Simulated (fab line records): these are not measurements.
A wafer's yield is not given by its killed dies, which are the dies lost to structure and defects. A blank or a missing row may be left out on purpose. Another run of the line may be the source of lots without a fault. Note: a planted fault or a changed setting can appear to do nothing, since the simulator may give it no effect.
The tool behind it: which one? | flow n5 finfet | Sampling: 24 lots, 72 wafers, 5 of 1938 route steps

WHAT EACH GAUGE READ, for each wafer
N5_SD_EPI_P_CD_MEAS_09: target cd 240 nm. Usual: cd nm reads 240.1 nm (standard deviation 0.63).
lot  | measured    | on        | cd nm (nm)        | flag
L074 | day 3 03:37 | cd sem-03 | 239.7 240.0 239.8 |
L075 | day 3 10:21 | cd sem-02 | 240.5 240.2 240.4 |
L076 | day 3 19:11 | cd sem-02 | 240.2 240.5 240.0 |
L077 | day 4 00:07 | cd sem-03 | 239.7 239.9 239.6 |
L078 | day 4 07:27 | cd sem-03 | 239.2 239.6 240.6 |
L079 | day 4 12:49 | cd sem-01 | 239.7 239.5 239.5 |
L080 | day 4 16:51 | cd sem-03 | 241.0 239.0 239.3 |
L081 | day 4 23:45 | cd sem-03 | 240.0 241.2 240.9 |
L082 | day 5 05:26 | cd sem-01 | 240.0 239.5 240.3 |
L083 | day 5 11:03 | cd sem-01 | 240.7 240.3 240.1 |
L084 | day 5 16:10 | cd sem-02 | 240.6 240.5 240.7 |
L085 | day 6 04:40 | cd sem-03 | 240.2 239.0 239.2 |
L086 | day 6 09:55 | cd sem-01 | 241.2 240.8 240.4 |
L087 | day 6 13:28 | cd sem-03 | 239.0 239.6 239.7 |
L088 | day 6 17:50 | cd sem-01 | 240.9 240.0 240.8 |
L089 | day 7 01:23 | cd sem-03 | 240.9 239.5 240.7 |
L090 | day 7 06:56 | cd sem-02 | 239.8 241.2 239.9 |
L091 | day 7 14:44 | cd sem-03 | 239.9 239.6 239.9 |
L092 | day 7 16:52 | cd sem-01 | 240.1 240.4 240.3 |
L093 | day 8 01:19 | cd sem-02 | 240.0 241.7 240.4 |
L094 | day 8 05:25 | cd sem-01 | 241.0 240.8 239.8 |
L095 | day 8 11:45 | cd sem-03 | 240.3 240.9 240.3 |
L096 | day 8 20:43 | cd sem-03 | 239.4 240.3 240.0 |
L097 | day 9 00:04 | cd sem-02 | 238.8 239.2 238.3 |

N5_SD_EPI_P_EPI_MEAS_23. Usual: thk nm reads 61.0 nm (standard deviation 1.3).
lot  | measured    | on            | thk nm (nm)    | flag
L074 | day 3 07:18 | film metro-02 | 61.9 62.1 62.1 |
L075 | day 3 14:01 | film metro-02 | 63.3 62.0 64.0 |
L076 | day 3 22:49 | film metro-02 | 63.0 61.5 62.0 |
L077 | day 4 03:50 | film metro-02 | 62.4 60.9 60.6 |
L078 | day 4 11:07 | film metro-01 | 58.7 58.7 60.9 |
L079 | day 4 16:35 | film metro-02 | 61.7 60.8 61.5 |
L080 | day 4 21:22 | film metro-01 | 63.3 59.4 60.0 |
L081 | day 5 03:24 | film metro-02 | 58.7 59.8 60.5 |
L082 | day 5 09:11 | film metro-01 | 60.4 61.7 59.1 |
L083 | day 5 15:01 | film metro-02 | 60.6 60.9 60.5 |
L084 | day 5 19:48 | film metro-02 | 63.3 60.8 60.6 |
L085 | day 6 08:18 | film metro-02 | 61.1 59.8 60.7 |
L086 | day 6 14:23 | film metro-02 | 60.7 62.3 61.5 |
L087 | day 6 17:25 | film metro-02 | 59.3 59.5 59.2 |
L088 | day 6 21:29 | film metro-01 | 60.9 60.1 59.8 |
L089 | day 7 05:08 | film metro-02 | 61.1 59.2 63.1 |
L090 | day 7 10:34 | film metro-02 | 62.6 61.3 60.8 |
L091 | day 7 18:38 | film metro-01 | 61.6 63.1 61.9 |
L092 | day 7 21:22 | film metro-01 | 59.2 59.7 62.1 |
L093 | day 8 04:58 | film metro-01 | 59.8 60.9 58.8 |
L094 | day 8 09:03 | film metro-02 | 60.2 62.4 61.1 |
L095 | day 8 15:26 | film metro-02 | 60.9 61.1 59.1 |
L096 | day 9 00:21 | film metro-02 | 59.4 60.4 59.6 |
L097 | day 9 03:46 | film metro-02 | 61.5 63.2 59.6 |

N5_SDB_CD_MEAS_11: target cd 50 nm. Usual: cd nm reads 49.9 nm (standard deviation 0.95).
lot  | measured    | on        | cd nm (nm)     | flag
L074 | day 3 15:08 | cd sem-01 | 48.6 49.0 51.1 |
L075 | day 3 21:44 | cd sem-02 | 49.6 49.6 49.6 |
L076 | day 4 06:36 | cd sem-03 | 48.6 48.9 48.4 |
L077 | day 4 11:29 | cd sem-02 | 50.5 51.0 51.0 |
L078 | day 4 18:55 | cd sem-01 | 48.4 48.7 48.1 |
L079 | day 5 01:16 | cd sem-02 | 50.5 51.5 50.9 |
L080 | day 5 05:40 | cd sem-03 | 48.9 49.8 49.8 |
L081 | day 5 11:22 | cd sem-01 | 50.0 49.7 49.3 |
L082 | day 5 16:46 | cd sem-03 | 50.0 48.7 51.1 |
L083 | day 5 22:41 | cd sem-03 | 49.2 49.7 50.4 |
L084 | day 6 04:00 | cd sem-03 | 50.9 50.3 51.3 |
L085 | day 6 15:51 | cd sem-01 | 50.6 49.9 49.7 |
L086 | day 6 22:19 | cd sem-01 | 50.0 49.9 49.8 |
L087 | day 7 01:17 | cd sem-02 | 49.4 48.8 49.7 |
L088 | day 7 05:12 | cd sem-03 | 48.9 49.1 48.3 |
L089 | day 7 12:45 | cd sem-01 | 50.5 50.2 51.4 |
L090 | day 7 18:53 | cd sem-01 | 51.5 51.9 50.2 |
L091 | day 8 02:32 | cd sem-01 | 50.7 49.8 49.5 |
L092 | day 8 04:56 | cd sem-01 | 51.0 48.9 49.6 |
L093 | day 8 12:47 | cd sem-02 | 49.6 48.5 48.6 |
L094 | day 8 18:22 | cd sem-01 | 50.6 48.6 48.8 |
L095 | day 9 01:29 | cd sem-02 | 51.2 51.1 50.8 |
L096 | day 9 08:44 | cd sem-01 | 50.7 50.2 51.5 |
L097 | day 9 11:20 | cd sem-02 | 48.9 49.8 48.8 |

TOOL THAT RAN EACH LOT (tool first, then ch and the chambers of the sampled wafers, then the start)
lot  | N5_SD_EPI_P_ETCH_36               | N5_SD_EPI_P_SD_RECESS_17
L074 | rie diel-04 ch 0,2, day 3 03:44   | rie si-01 ch 1,2,3, day 3 04:23
L075 | rie diel-04 ch 0,3, day 3 10:28   | rie si-02 ch 0,1, day 3 11:07
L076 | rie diel-01 ch 2,3, day 3 19:19   | rie si-03 ch 0,2, day 3 19:58
L077 | rie diel-01 ch 2,3, day 4 00:14   | rie si-02 ch 0,2,3, day 4 00:53
L078 | rie diel-06 ch 2,3, day 4 07:34   | rie si-03 ch 0,1,2, day 4 08:13
L079 | rie diel-06 ch 1,2, day 4 13:05   | rie si-01 ch 0,2,3, day 4 13:44
L080 | rie diel-06 ch 1,2,3, day 4 16:58 | rie si-03 ch 0,3, day 4 17:37
L081 | rie diel-01 ch 1,2,3, day 4 23:52 | rie si-03 ch 0,3, day 5 00:31
L082 | rie diel-06 ch 1,2,3, day 5 05:38 | rie si-01 ch 0,1,3, day 5 06:17
L083 | rie diel-04 ch 2,3, day 5 11:31   | rie si-02 ch 0,2, day 5 12:10
L084 | rie diel-01 ch 1,2, day 5 16:17   | rie si-02 ch 0,1,2, day 5 16:56
L085 | rie diel-01 ch 1,2,3, day 6 04:47 | rie si-01 ch 1,2,3, day 6 05:26
L086 | rie diel-04 ch 1,2,3, day 6 10:53 | rie si-01 ch 1,2,3, day 6 11:32
L087 | rie diel-06 ch 0,1,3, day 6 13:55 | rie si-02 ch 2,3, day 6 14:34
L088 | rie diel-01 ch 1,3, day 6 17:57   | rie si-03 ch 1,2,3, day 6 18:36
L089 | rie diel-01 ch 1,2,3, day 7 01:31 | rie si-02 ch 1,2,3, day 7 02:10
L090 | rie diel-01 ch 0,2,3, day 7 07:04 | rie si-02 ch 1,3, day 7 07:43
L091 | rie diel-06 ch 0,3, day 7 15:07   | rie si-01 ch 1,2,3, day 7 15:46
L092 | rie diel-06 ch 1,2,3, day 7 17:00 | rie si-01 ch 0,3, day 7 17:39
L093 | rie diel-06 ch 0,1, day 8 01:26   | rie si-03 ch 1,2,3, day 8 02:05
L094 | rie diel-06 ch 0,1, day 8 05:32   | rie si-01 ch 1,2, day 8 06:11
L095 | rie diel-01 ch 1,2,3, day 8 11:55 | rie si-01 ch 0,2, day 8 12:34
L096 | rie diel-04 ch 1,2,3, day 8 20:50 | rie si-01 ch 0,2, day 8 21:30
L097 | rie diel-01 ch 1,2, day 9 00:15   | rie si-02 ch 0,2, day 9 00:54
- N5_SD_EPI_P_ETCH_36: etches SiARC in CF4, target depth 45.5 nm, time 75.8 s.
- N5_SD_EPI_P_SD_RECESS_17: chemistry HBr/Cl2/O2, target depth 39.1 nm, bt time 3 s.

WHAT THE TOOLS THEMSELVES READ (means of the sampled wafers that have a number; where no wafer has one, the mark that the record gives instead)
N5_SD_EPI_P_ETCH_36. Usual: drypump motor current A is 5.7 A with standard deviation 0.67, etch rf on time s is 75.7 s with standard deviation 1.2, oes product au is 0.68 a.u. with standard deviation 0.076, rf fwd power W is 539.3 W with standard deviation 2.2, rf vpp V is 184.0 V with standard deviation 1.1, showerhead plenum p Torr is 2.14 Torr with standard deviation 0.063, and throttle valve pct is 15.61 % with standard deviation 0.21.
lot  | tool        | drypump motor current A (A) | etch rf on time s (s) | oes product au (a.u.) | rf fwd power W (W) | rf vpp V (V) | showerhead plenum p Torr (Torr) | throttle valve pct (%) | flag
L074 | rie diel-04 | 5.9                         | 76.1                  | 0.67                  | 540.3              | 183.8        | 2.07                            | 15.71                  |
L075 | rie diel-04 | 5.6                         | 76.2                  | 0.60                  | 540.0              | 183.5        | 2.08                            | 15.77                  |
L076 | rie diel-01 | 5.2                         | 75.5                  | 0.63                  | 537.1              | 184.2        | 2.11                            | 15.60                  |
L077 | rie diel-01 | 5.2                         | 76.4                  | 0.62                  | 538.1              | 182.5        | 2.11                            | 15.61                  |
L078 | rie diel-06 | 5.6                         | 76.7                  | 0.62                  | 542.1              | 184.1        | 2.10                            | 15.94                  |
L079 | rie diel-06 | 6.1                         | 76.1                  | 0.61                  | 540.2              | 185.0        | 2.18                            | 15.87                  |
L080 | rie diel-06 | 5.6                         | 76.7                  | 0.62                  | 540.4              | 184.8        | 2.13                            | 15.85                  |
L081 | rie diel-01 | 5.7                         | 74.9                  | 0.67                  | 537.2              | 184.2        | 2.12                            | 15.55                  |
L082 | rie diel-06 | 5.5                         | 77.0                  | 0.61                  | 541.8              | 183.9        | 2.12                            | 15.86                  |
L083 | rie diel-04 | 6.1                         | 75.2                  | 0.72                  | 541.6              | 183.7        | 2.12                            | 15.59                  |
L084 | rie diel-01 | 5.6                         | 75.0                  | 0.69                  | 540.6              | 183.6        | 2.11                            | 15.54                  |
L085 | rie diel-01 | 5.7                         | 75.7                  | 0.66                  | 537.8              | 183.5        | 2.12                            | 15.57                  |
L086 | rie diel-04 | 6.0                         | 75.0                  | 0.71                  | 538.0              | 184.6        | 2.17                            | 15.58                  |
L087 | rie diel-06 | 5.4                         | 76.7                  | 0.68                  | 540.6              | 183.4        | 2.12                            | 15.62                  |
L088 | rie diel-01 | 5.9                         | 76.2                  | 0.63                  | 539.1              | 183.7        | 2.14                            | 15.60                  |
L089 | rie diel-01 | 5.7                         | 75.3                  | 0.66                  | 535.7              | 183.9        | 2.12                            | 15.58                  |
L090 | rie diel-01 | 5.2                         | 75.9                  | 0.66                  | 540.8              | 184.9        | 2.12                            | 15.57                  |
L091 | rie diel-06 | 5.5                         | 76.3                  | 0.67                  | 540.7              | 183.7        | 2.09                            | 15.74                  |
L092 | rie diel-06 | 5.5                         | 76.5                  | 0.69                  | 539.4              | 183.6        | 2.12                            | 15.71                  |
L093 | rie diel-06 | 5.4                         | 76.0                  | 0.68                  | 538.0              | 184.4        | 2.14                            | 15.54                  |
L094 | rie diel-06 | 5.4                         | 76.9                  | 0.67                  | 537.6              | 184.2        | 2.14                            | 15.54                  |
L095 | rie diel-01 | 5.7                         | 74.8                  | 0.72                  | 536.7              | 183.1        | 2.12                            | 15.43                  |
L096 | rie diel-04 | 6.0                         | 75.9                  | 0.69                  | 539.3              | 183.9        | 2.16                            | 15.62                  |
L097 | rie diel-01 | 6.2                         | 75.3                  | 0.69                  | 538.9              | 183.9        | 2.13                            | 15.53                  |

N5_SD_EPI_P_SD_RECESS_17. Usual: drypump motor current A 6.0 A, standard deviation 0.36; oes product au 0.995 a.u., standard deviation 0.0092; rf fwd power W 794.3 W, standard deviation 2.8; throttle valve pct 36.99 %, standard deviation 0.24.
lot  | tool      | drypump motor current A (A) | oes product au (a.u.) | rf fwd power W (W) | throttle valve pct (%) | flag
L074 | rie si-01 | 6.1                         | 1.004                 | 790.8              | 36.96                  |
L075 | rie si-02 | 5.7                         | 0.996                 | 791.3              | 36.95                  |
L076 | rie si-03 | 5.9                         | 0.988                 | 797.2              | 36.94                  |
L077 | rie si-02 | 6.4                         | 1.003                 | 794.9              | 37.16                  |
L078 | rie si-03 | 6.1                         | 0.996                 | 796.3              | 36.84                  |
L079 | rie si-01 | 6.1                         | 0.996                 | 792.7              | 37.12                  |
L080 | rie si-03 | 5.8                         | 0.998                 | 795.8              | 36.80                  |
L081 | rie si-03 | 5.6                         | 0.988                 | 795.9              | 36.73                  |
L082 | rie si-01 | 6.0                         | 0.992                 | 793.0              | 37.11                  |
L083 | rie si-02 | 6.5                         | 0.997                 | 795.2              | 36.97                  |
L084 | rie si-02 | 6.1                         | 0.996                 | 793.7              | 36.96                  |
L085 | rie si-01 | 6.1                         | 0.998                 | 792.0              | 36.96                  |
L086 | rie si-01 | 6.1                         | 1.001                 | 793.7              | 36.97                  |
L087 | rie si-02 | 6.5                         | 1.001                 | 798.2              | 37.33                  |
L088 | rie si-03 | 5.8                         | 0.990                 | 794.9              | 36.75                  |
L089 | rie si-02 | 6.2                         | 0.995                 | 793.6              | 37.13                  |
L090 | rie si-02 | 5.8                         | 0.993                 | 793.9              | 37.11                  |
L091 | rie si-01 | 6.1                         | 0.995                 | 795.7              | 36.96                  |
L092 | rie si-01 | 6.1                         | 0.998                 | 792.0              | 37.25                  |
L093 | rie si-03 | 5.9                         | 0.986                 | 798.8              | 36.76                  |
L094 | rie si-01 | 6.0                         | 0.995                 | 793.4              | 36.82                  |
L095 | rie si-01 | 6.1                         | 0.995                 | 795.2              | 37.01                  |
L096 | rie si-01 | 6.1                         | 0.996                 | 792.9              | 37.13                  |
L097 | rie si-02 | 6.3                         | 1.000                 | 793.4              | 37.00                  |

THE ANSWER, worked out from the rows above alone
Rule: a lot is off if the mean of its wafers that have a number lies more than 3 standard deviations from the usual mean. A lot without any number at a reading at which 4 lots or more have one is off too. The other lots that the step has rows for count as sound. The gauges are gone through in route order, then the tools' own readings, and for those a lot's mean is taken as printed above. At the first step where some lot is off, the reading lying furthest off is the one used; lots without a number count as furthest.
None of the lots is off at any reading shown; this tells nothing.

WHAT THE SIMULATOR PUT IN
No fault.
